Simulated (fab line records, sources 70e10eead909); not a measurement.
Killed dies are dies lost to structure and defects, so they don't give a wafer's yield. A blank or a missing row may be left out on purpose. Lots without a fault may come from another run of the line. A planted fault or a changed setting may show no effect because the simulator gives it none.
Chamber matching | flow nand_harc | NHARC_P_GATE_STRIP_35 on wet_bench-02: 7 sister chambers
The step strips in SPM, time 600 s. 12 wafers are shown with their chamber, then 6 later ones without.

WAFERS WITH THEIR CHAMBER
wafer  | chamber | bath_guard_temp_C (C) | temp_c (C)
L298.1 | 1       | 129.8                 | 129.87
L298.2 | 3       | 130.1                 | 130.17
L298.4 | 0       | 129.7                 | 129.89
L300.5 | 4       | 130.0                 | 129.95
L300.6 | 1       | 130.0                 | 130.08
L299.2 | 7       | 129.4                 | 130.22
L299.4 | 6       | 129.9                 | 129.95
L299.6 | 4       | 130.4                 | 129.94
L302.1 | 6       | 129.9                 | 129.85
L302.2 | 0       | 129.9                 | 129.94
L302.3 | 7       | 129.2                 | 130.04
L304.1 | 5       | 129.7                 | 130.12

WAFERS WITHOUT THEIR CHAMBER
wafer  | bath_guard_temp_C (C) | temp_c (C)
L304.5 | 130.1                 | 130.09
L304.6 | 130.2                 | 129.94
L307.4 | 130.3                 | 130.04
L307.6 | 130.3                 | 130.14
L310.1 | 128.6                 | 130.18
L310.4 | 129.5                 | 130.11

WHICH CHAMBER EACH WENT THROUGH
wafer  | from the rows above                         | in truth
L304.5 | can't be placed: 3 or 4 or 1 or 6 or 5 or 0 | 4
L304.6 | can't be placed: 4 or 1 or 6                | 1
L307.4 | can't be placed: 4 or 3 or 1 or 6           | 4
L307.6 | can't be placed: 3 or 4 or 1                | 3
L310.1 | 7                                           | 7
L310.4 | can't be placed: 5 or 7 or 0 or 1           | 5
Placed correctly: 1 of 6. Can't be placed from these rows: 5 (the true chamber is among the candidates in 5). Placed wrongly: 0.
How it was worked out, from the rows above alone: a wafer's distance from a chamber is the root of the sum, over the readings, of the square of ((its reading less the chamber's mean) divided by the reading's scatter). The wafer belongs to the nearest chamber; if the next one is less than 2 further off, it can't be placed. A chamber's mean is the mean of its shown wafers. The scatter: the root of (the sum of the squares of (reading less its chamber's mean) over the shown wafers, divided by (wafers less chambers)).
